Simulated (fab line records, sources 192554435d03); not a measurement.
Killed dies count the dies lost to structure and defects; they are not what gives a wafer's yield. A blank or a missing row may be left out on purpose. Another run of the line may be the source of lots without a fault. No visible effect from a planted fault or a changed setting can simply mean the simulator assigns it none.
fab line records + flow n5_finfet + part 2 of 2: steps 20 to 20 of 20
record:
- lots: 6
- wafers: 18
- last_day: 16
route steps=1938 shown HKMG_FIN@394 BEOL_M4@1111 PASSIVATION@1936
lots that met no fault: taken from a fault-free run of the same line
start_h: hours from the record's opening day to when the first of the lot's shown wafers began + wait_h: hours since the lot's step before + " unchanged from the row above + L1.1+2: a single row standing in for several wafers + - no value, or no start was given + * or withheld: withheld + < > ~ a bound
route shown NAME@n: names a module that has steps shown in the file, with the first one's number in the route + usual: average and standard deviation across the fault-free wafers + same: alike in all rows + chamber/n: place in a boat + sites: readings site by site + _std_site: the standard deviation of these + _edge_site: the outer-site mean with the inner-site mean subtracted + radius_mm: for every site, how far away it sits from the centre of the wafer + mask NAME#n: copy n + behind: the most recent tool/chamber to have shaped the wafer + hold: why the lot went on hold/how many hours it stayed there/how the hold came to an end + device: which transistor (n, p or np) failed to switch + end of line: the route-end tests of the same wafers + a step given without rows: its recipe and nothing more + killed: dies that structure and defects cost at the first sort, which is not the same as the wafer's yield + map: shows each die of a wafer: x if killed, . if not, _ if none is there
set.NAME: the run value of the setting; set.NAME@STEP: its run value at that earlier step + model.NAME: the simulator's own value behind a step, which no gauge read
lots seen at some steps along the route; tables by step, rows by wafer
services: the hour from which a tool's chamber was out of use, counted from the record's first day as start_h (under 0 if before that day), plus the number of hours and why
== steps ==
step: N5_PASSIVATION_PROBE_49
usual:
- defect_limited_yield: 91.7/1.7
- killed_at_M0_to_M3: 34/10
- killed_at_M4_up: 13/5.1
- killed_at_contacts: 12/6.2
- killed_at_front_end: 36/12
- killed_at_other: 3.2/2.6
- killed_dies: 98/20
- killed_open: 65/13
- killed_short: 32/8.4
- sort_bin_5_function: 4.8/1.1
- sort_bin_6_memory: 3.2/0.74
- sort_n_pass: 1082/20
- sort_yield_pct: 91.7/1.7
same:
- gross_dies: 1180
- killed_at_back_side: 0
- sort_bin_4_leakage[%]: 0
- sort_bin_8_speed[%]: 0
| lot.wafer | tool      | chamber | start_h | wait_h | defect_limited_yield[%] | killed_at_M0_to_M3 | killed_at_M4_up | killed_at_contacts | killed_at_front_end | killed_at_other | killed_dies | killed_open | killed_short | sort_bin_5_function[%] | sort_bin_6_memory[%] | sort_n_pass | sort_yield_pct[%] |
|-----------|-----------|---------|---------|--------|-------------------------|--------------------|-----------------|--------------------|---------------------|-----------------|-------------|-------------|--------------|------------------------|----------------------|-------------|-------------------|
| L422.1    | prober-02 | -       | 280.81  | 0.0    | 93.4                    | 23                 | 14              | 14                 | 19                  | 8               | 78          | 52          | 26           | 4.0                    | 2.3                  | 1102        | 93.4              |
| L422.3    | prober-02 | -       | 280.91  | 0.1    | 92.2                    | 31                 | 7               | 14                 | 35                  | 5               | 92          | 56          | 36           | 4.4                    | 2.9                  | 1088        | 92.2              |
| L422.6    | prober-02 | -       | 281.06  | 0.3    | 91.6                    | 32                 | 18              | 20                 | 14                  | 15              | 99          | 66          | 33           | 5.5                    | 2.5                  | 1081        | 91.6              |
| L424.1    | prober-01 | -       | 308.72  | 0.0    | 91.9                    | 31                 | 28              | 9                  | 27                  | 0               | 95          | 65          | 29           | 4.2                    | 3.8                  | 1085        | 91.9              |
| L424.3    | prober-01 | -       | 308.82  | 0.1    | 92.6                    | 25                 | 24              | 8                  | 28                  | 2               | 87          | 58          | 29           | 5.2                    | 2.1                  | 1093        | 92.6              |
| L424.5    | prober-01 | -       | 308.92  | 0.2    | 90.9                    | 35                 | 22              | 7                  | 42                  | 1               | 107         | 72          | 34           | 4.8                    | 4.1                  | 1073        | 90.9              |
| L429.1    | prober-02 | -       | 345.14  | 0.0    | 90.9                    | 37                 | 12              | 22                 | 32                  | 4               | 107         | 80          | 27           | 5.8                    | 3.1                  | 1073        | 90.9              |
| L429.2    | prober-02 | -       | 345.19  | 0.1    | 86.7                    | 59                 | 21              | 24                 | 46                  | 7               | 157         | 104         | 52           | 7.7                    | 5.3                  | 1023        | 86.7              |
| L429.5    | prober-02 | -       | 345.34  | 0.2    | 91.8                    | 36                 | 15              | 20                 | 18                  | 8               | 97          | 69          | 28           | 4.8                    | 3.0                  | 1083        | 91.8              |
| L433.1    | prober-02 | -       | 353.79  | 0.0    | 90.0                    | 36                 | 11              | 17                 | 50                  | 4               | 118         | 75          | 43           | 5.7                    | 4.1                  | 1062        | 90.0              |
| L433.4    | prober-02 | -       | 353.94  | 0.2    | 90.8                    | 47                 | 11              | 7                  | 40                  | 3               | 108         | 78          | 30           | 4.9                    | 4.1                  | 1072        | 90.8              |
| L433.5    | prober-02 | -       | 353.99  | 0.2    | 90.6                    | 45                 | 13              | 12                 | 39                  | 2               | 111         | 79          | 32           | 6.9                    | 2.5                  | 1069        | 90.6              |
| L437.1    | prober-02 | -       | 376.49  | 0.0    | 88.6                    | 35                 | 7               | 19                 | 70                  | 3               | 134         | 83          | 43           | 6.1                    | 4.1                  | 1046        | 88.6              |
| L437.2    | prober-02 | -       | 376.54  | 0.1    | 89.1                    | 44                 | 14              | 7                  | 61                  | 3               | 129         | 83          | 46           | 5.8                    | 4.6                  | 1051        | 89.1              |
| L437.3    | prober-02 | -       | 376.59  | 0.1    | 92.1                    | 38                 | 10              | 8                  | 34                  | 3               | 93          | 66          | 27           | 4.5                    | 3.3                  | 1087        | 92.1              |
| L436.3    | prober-01 | -       | 376.59  | 0.1    | 89.7                    | 22                 | 26              | 14                 | 50                  | 9               | 121         | 78          | 43           | 5.5                    | 4.5                  | 1059        | 89.7              |
| L436.4    | prober-01 | -       | 376.64  | 0.2    | 91.9                    | 37                 | 11              | 9                  | 38                  | 1               | 96          | 66          | 28           | 4.7                    | 3.3                  | 1084        | 91.9              |
| L436.5    | prober-01 | -       | 376.69  | 0.2    | 89.0                    | 33                 | 18              | 17                 | 57                  | 5               | 130         | 88          | 41           | 6.8                    | 3.8                  | 1050        | 89.0              |
killed by level:class
L422.1 MOL_CONTACT_COAG:geometric_particle:open=10 BEOL_M4:geometric_particle:open=6 DUMMY_GATE:geometric_particle:open=5 BEOL_M0:geometric_particle:open=4 MOL_CONTACT_COAG:geometric_particle:short=4 BEOL_M0_SAQP:geometric_particle:short=4 BEOL_M2:geometric_particle:open=4 STI_FIN_REVEAL:geometric_particle:open=3
L422.3 MOL_CONTACT_COAG:geometric_particle:open=13 BEOL_M0_SAQP:geometric_particle:short=11 FIN_SAQP:geometric_particle:short=8 FIN_SAQP:geometric_particle:open=8 BEOL_M2:geometric_particle:open=6 BEOL_M0_SAQP:geometric_particle:open=5 STI_FIN_REVEAL:geometric_particle:open=3 DUMMY_GATE:geometric_particle:open=3
L422.6 MOL_CONTACT_COAG:geometric_particle:open=18 BEOL_M4:geometric_particle:open=12 BEOL_M0_SAQP:geometric_particle:short=10 BEOL_M0_SAQP:geometric_particle:open=7 BEOL_M1:geometric_particle:open=5 MIM_TOP:geometric_particle:open=4 STARTING-WAFER:geometric_particle:short=4 MIM_TOP:geometric_particle:short=3
L424.1 BEOL_M4:geometric_particle:open=13 MOL_CONTACT_COAG:geometric_particle:open=8 BEOL_M3:geometric_particle:open=7 BEOL_M0_SAQP:geometric_particle:open=6 BEOL_M2:geometric_particle:open=5 STI_FIN_REVEAL:geometric_particle:open=4 ILD0:geometric_particle:open=4 BEOL_M0_SAQP:geometric_particle:short=4
L424.3 BEOL_M4:geometric_particle:open=14 BEOL_M0_SAQP:geometric_particle:short=9 MOL_CONTACT_COAG:geometric_particle:open=8 BEOL_M0_SAQP:geometric_particle:open=8 STI_FIN_REVEAL:geometric_particle:open=7 DUMMY_GATE:geometric_particle:open=5 GATE_CUT:geometric_particle:short=3 BEOL_M2:geometric_particle:open=3
L424.5 BEOL_M3:geometric_particle:open=10 BEOL_M4:geometric_particle:open=10 FIN_SAQP:geometric_particle:open=9 BEOL_M0_SAQP:geometric_particle:short=7 MOL_CONTACT_COAG:geometric_particle:open=6 FIN_SAQP:geometric_particle:short=5 STI_FIN_REVEAL:geometric_particle:open=5 DUMMY_GATE:geometric_particle:open=5
L429.1 MOL_CONTACT_COAG:geometric_particle:open=18 BEOL_M0_SAQP:geometric_particle:open=9 BEOL_M1:geometric_particle:open=9 BEOL_M0_SAQP:geometric_particle:short=8 FIN_SAQP:geometric_particle:open=7 STARTING-WAFER:geometric_particle:open=7 BEOL_M4:geometric_particle:open=7 STI_FIN_REVEAL:geometric_particle:open=4
L429.2 MOL_CONTACT_COAG:geometric_particle:open=18 FIN_SAQP:geometric_particle:short=14 FIN_SAQP:geometric_particle:open=14 BEOL_M1:geometric_particle:open=13 BEOL_M2:geometric_particle:open=13 BEOL_M4:geometric_particle:open=11 BEOL_M0_SAQP:geometric_particle:short=9 BEOL_M0_SAQP:geometric_particle:open=9
L429.5 MOL_CONTACT_COAG:geometric_particle:open=16 BEOL_M0_SAQP:geometric_particle:open=7 BEOL_M1:geometric_particle:open=7 BEOL_M2:geometric_particle:open=6 BEOL_M4:geometric_particle:open=6 FIN_SAQP:geometric_particle:short=5 FIN_SAQP:geometric_particle:open=5 DUMMY_GATE:geometric_particle:open=5
L433.1 FIN_SAQP:geometric_particle:short=13 MOL_CONTACT_COAG:geometric_particle:open=13 BEOL_M0_SAQP:geometric_particle:open=11 FIN_SAQP:geometric_particle:open=10 STI_FIN_REVEAL:geometric_particle:open=10 BEOL_M0_SAQP:geometric_particle:short=10 DUMMY_GATE:geometric_particle:open=8 BEOL_M4:geometric_particle:open=7
L433.4 BEOL_M1:geometric_particle:open=13 FIN_SAQP:geometric_particle:open=11 BEOL_M0_SAQP:geometric_particle:short=9 BEOL_M2:geometric_particle:open=9 STI_FIN_REVEAL:geometric_particle:open=8 BEOL_M0_SAQP:geometric_particle:open=8 FIN_SAQP:geometric_particle:short=7 MOL_CONTACT_COAG:geometric_particle:open=6
L433.5 BEOL_M3:geometric_particle:open=13 MOL_CONTACT_COAG:geometric_particle:open=10 FIN_SAQP:geometric_particle:open=7 BEOL_M0_SAQP:geometric_particle:open=7 BEOL_M2:geometric_particle:open=7 BEOL_M0_SAQP:geometric_particle:short=6 STI_FIN_REVEAL:geometric_particle:open=5 BEOL_M1:geometric_particle:open=5
L437.1 BEOL_M2:geometric_particle:open=15 FIN_SAQP:geometric_particle:short=14 MOL_CONTACT_COAG:geometric_particle:open=14 STI_FIN_REVEAL:geometric_particle:open=13 FIN_SAQP:geometric_particle:open=10 GATE_CUT:geometric_particle:short=8 HKMG_FIN:area_etch=8 BEOL_M0_SAQP:geometric_particle:open=7
L437.2 BEOL_M2:geometric_particle:open=13 FIN_SAQP:geometric_particle:short=11 GATE_CUT:geometric_particle:short=11 BEOL_M0_SAQP:geometric_particle:open=11 FIN_SAQP:geometric_particle:open=8 STI_FIN_REVEAL:geometric_particle:open=8 BEOL_M4:geometric_particle:open=6 BEOL_M5:geometric_particle:open=6
L436.3 STI_FIN_REVEAL:geometric_particle:open=11 MOL_CONTACT_COAG:geometric_particle:open=11 GATE_CUT:geometric_particle:short=10 BEOL_M5:geometric_particle:open=8 BEOL_M2:geometric_particle:open=7 BEOL_M4:geometric_particle:open=7 FIN_SAQP:geometric_particle:short=6 FIN_SAQP:geometric_particle:open=5
L437.3 BEOL_M0_SAQP:geometric_particle:open=13 STI_FIN_REVEAL:geometric_particle:open=8 MOL_CONTACT_COAG:geometric_particle:open=7 GATE_CUT:geometric_particle:short=7 BEOL_M0_SAQP:geometric_particle:short=7 BEOL_M1:geometric_particle:open=6 BEOL_M4:geometric_particle:open=6 FIN_SAQP:geometric_particle:open=5
L436.4 GATE_CUT:geometric_particle:open=9 GATE_CUT:geometric_particle:short=9 BEOL_M3:geometric_particle:open=9 MOL_CONTACT_COAG:geometric_particle:open=7 BEOL_M2:geometric_particle:open=7 STI_FIN_REVEAL:geometric_particle:open=6 BEOL_M0_SAQP:geometric_particle:open=6 BEOL_M4:geometric_particle:open=5
L436.5 FIN_SAQP:geometric_particle:open=14 MOL_CONTACT_COAG:geometric_particle:open=14 STI_FIN_REVEAL:geometric_particle:open=9 BEOL_M2:geometric_particle:open=9 BEOL_M4:geometric_particle:open=9 FIN_SAQP:geometric_particle:short=8 GATE_CUT:geometric_particle:short=7 GATE_CUT:geometric_particle:open=7
== services ==
| tool            | chamber | start_h | hours | kind                          |
|-----------------|---------|---------|-------|-------------------------------|
| plasma_asher-02 | -       | 78.70   | 2.8   | pm                            |
| plasma_asher-01 | -       | 85.79   | 3.2   | repair                        |
| rie_diel-02     | 3       | 87.23   | -     | clean                         |
| rie_diel-02     | 3       | 87.23   | -     | consumable_replace:focus_ring |
| rie_diel-02     | 3       | 87.23   | -     | consumable_replace:showerhead |
| rie_diel-02     | 3       | 87.23   | 14.4  | scheduled_down                |
| rie_diel-02     | 3       | 87.23   | 14.4  | vent_cycle                    |
| rie_diel-03     | 1       | 129.58  | 13.2  | repair                        |
| wet_bench-02    | -       | 132.77  | 1.5   | repair                        |
| rie_diel-02     | 1       | 166.72  | -     | clean                         |
| rie_diel-02     | 1       | 166.72  | -     | consumable_replace:focus_ring |
| rie_diel-02     | 1       | 166.72  | 15.5  | scheduled_down                |
| rie_diel-02     | 1       | 166.72  | 15.5  | vent_cycle                    |
